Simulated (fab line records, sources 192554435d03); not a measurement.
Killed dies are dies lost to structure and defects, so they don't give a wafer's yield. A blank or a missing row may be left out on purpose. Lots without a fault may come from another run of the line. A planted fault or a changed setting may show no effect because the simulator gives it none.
A struck lot beside a sound one | flow n5_finfet | 15 steps out of a route of 1938
Sound: wafers L464.2, L464.4, L464.6. Struck: wafers L478.1, L478.2, L478.3. The cause comes at the end.
At each step with rows: each side's tool, then ch and its chambers, then its first start. Under that, the readings that differ: sound wafers | struck wafers | difference of the means | sigmas: that difference in standard deviations of wafers without a fault.
alike: readings whose means differ by less than 2 such deviations, and words and numbers that are the same on both sides. not compared: withheld readings, readings that some wafer has no value for, bounds like >300 that may hide the same value, and numbers for which the record gives no deviation and whose values overlap.
The two part at a step that has a row with sigmas, a row that says differs or no value, or rows on one side only. Numbers that don't overlap but have no deviation are shown without sigmas and don't part them. A reading that every wafer of one side lacks parts them only if that side has two wafers or more.

first, 7 steps without rows for these wafers: N5_PASSIVATION_COAT_38; N5_PASSIVATION_EBR_40; N5_PASSIVATION_SOFTBAKE_39 (time 120 s); N5_PASSIVATION_EXPOSE_41 (exposes mask PASS OPEN, defocus 0 nm, target cd 40000 nm); N5_PASSIVATION_PEB_42; N5_PASSIVATION_DEVELOP_43 (develop time 60 s); N5_PASSIVATION_HARDBAKE_45 (time 120 s).
N5_PASSIVATION_CD_MEAS_44: target cd 40000 nm.
  sound on cd_sem-02 ch 0, day 12 22:14; struck on cd_sem-02 ch 0, day 15 20:00
  alike: cd_nm
N5_PASSIVATION_OVL_MEAS_66:
  sound on overlay-01 ch 0, day 12 22:16; struck on overlay-01 ch 0, day 15 20:02
  alike: PASS_OPEN_OVL
N5_PASSIVATION_INSPECT_67: inspects for defects (macro).
  sound on defect_inspect-02, day 12 22:17; struck on defect_inspect-02, day 15 20:03
  alike: raw_defect_count
N5_PASSIVATION_DESCUM_46: chemistry O2, time 7.9 s.
  sound on rie_diel-03 ch 2,3, day 12 22:20; struck on rie_diel-03 ch 0,2,3, day 15 20:11
  reading             | sound             | struck            | difference | sigmas
  o2_flow_sccm (sccm) | 226.1 225.6 225.5 | 224.1 224.0 224.2 | -1.6       | -2
  alike: drypump_motor_current_A, oes_product_au, rf_vpp_V, showerhead_plenum_p_Torr, throttle_valve_pct
  not compared: rf_hours_counter_h
N5_PASSIVATION_PASS_ETCH_47: etches SiNx in CF4/O2, target depth 770 nm, time 385 s.
  sound on rie_diel-03 ch 2,3, day 12 22:22; struck on rie_diel-03 ch 0,2,3, day 15 20:14
  alike: bias_w, drypump_motor_current_A, oes_ar_750_au, oes_product_au, rf_vpp_V, showerhead_plenum_p_Torr, throttle_valve_pct
  not compared: rf_hours_counter_h
N5_PASSIVATION_ETCH_54: etches SiO2 in CHF3/O2, target depth 880 nm, time 440 s.
  sound on rie_diel-03 ch 2,3, day 12 22:35; struck on rie_diel-03 ch 0,2,3, day 15 20:28
  reading      | sound             | struck            | difference | sigmas
  bias_w (W)   | 169.8 170.0 170.1 | 158.1 157.5 157.3 | -12.3      | -23
  rf_vpp_V (V) | 533 533 537       | 501 504 502       | -32        | -3
  alike: drypump_motor_current_A, oes_ar_750_au, oes_product_au, showerhead_plenum_p_Torr, throttle_valve_pct
  not compared: rf_hours_counter_h
N5_PASSIVATION_STRIP_48: strips in O2.
  sound on rie_diel-03 ch 2,3, day 12 22:53; struck on rie_diel-03 ch 0,2,3, day 15 20:45
  alike: drypump_motor_current_A, o2_flow_sccm, oes_product_au, rf_vpp_V, showerhead_plenum_p_Torr, throttle_valve_pct
  not compared: rf_hours_counter_h
then, 1 step without rows for these wafers: N5_PASSIVATION_PROBE_49.

WHERE THEY PART
First at N5_PASSIVATION_DESCUM_46; last, within this record, at N5_PASSIVATION_ETCH_54. Later steps at which nothing parts them and some readings are alike: N5_PASSIVATION_STRIP_48.

WHY: what the simulator had put in
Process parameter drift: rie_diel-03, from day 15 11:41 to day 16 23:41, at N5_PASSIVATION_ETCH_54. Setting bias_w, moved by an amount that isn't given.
